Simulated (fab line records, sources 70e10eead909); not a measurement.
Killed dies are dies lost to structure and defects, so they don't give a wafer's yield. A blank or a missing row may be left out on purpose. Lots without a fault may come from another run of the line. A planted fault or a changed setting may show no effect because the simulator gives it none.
Chamber matching | flow nand_harc | NHARC_A_STAIRCASE_ETCH_23 on rie_diel-08: 4 sister chambers
The step etches the open film in C4F8/O2, target depth 100 nm, time 40.5 s. 4 wafers are shown with their chamber, then 7 later ones without.

WAFERS WITH THEIR CHAMBER
wafer  | chamber | rf_vpp_V (V)
L463.1 | 1       | 894
L463.4 | 2       | 900
L461.1 | 3       | 887
L461.2 | 0       | 888

WAFERS WITHOUT THEIR CHAMBER
wafer  | rf_vpp_V (V)
L461.5 | 887
L462.3 | 887
L462.5 | 887
L462.6 | 900
L464.3 | 894
L464.4 | 890
L464.5 | 888

WHICH CHAMBER EACH WENT THROUGH
wafer  | from the rows above     | in truth
L461.5 | can't be placed: 3 or 0 | 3
L462.3 | can't be placed: 3 or 0 | 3
L462.5 | can't be placed: 3 or 0 | 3
L462.6 | 2                       | 2
L464.3 | 1                       | 1
L464.4 | can't be placed: 0 or 3 | 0
L464.5 | can't be placed: 0 or 3 | 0
Placed correctly: 2 of 7. Can't be placed from these rows: 5 (the true chamber is among the candidates in 5). Placed wrongly: 0.
How it was worked out, from the rows above alone: a wafer's distance from a chamber is the root of the sum, over the readings, of the square of ((its reading less the chamber's mean) divided by the reading's scatter). The wafer belongs to the nearest chamber; if the next one is less than 2 further off, it can't be placed. A chamber's mean is the mean of its shown wafers. The scatter: with one shown wafer a chamber, the root of the mean of the squares of how far each hidden wafer lies from its nearest shown one.
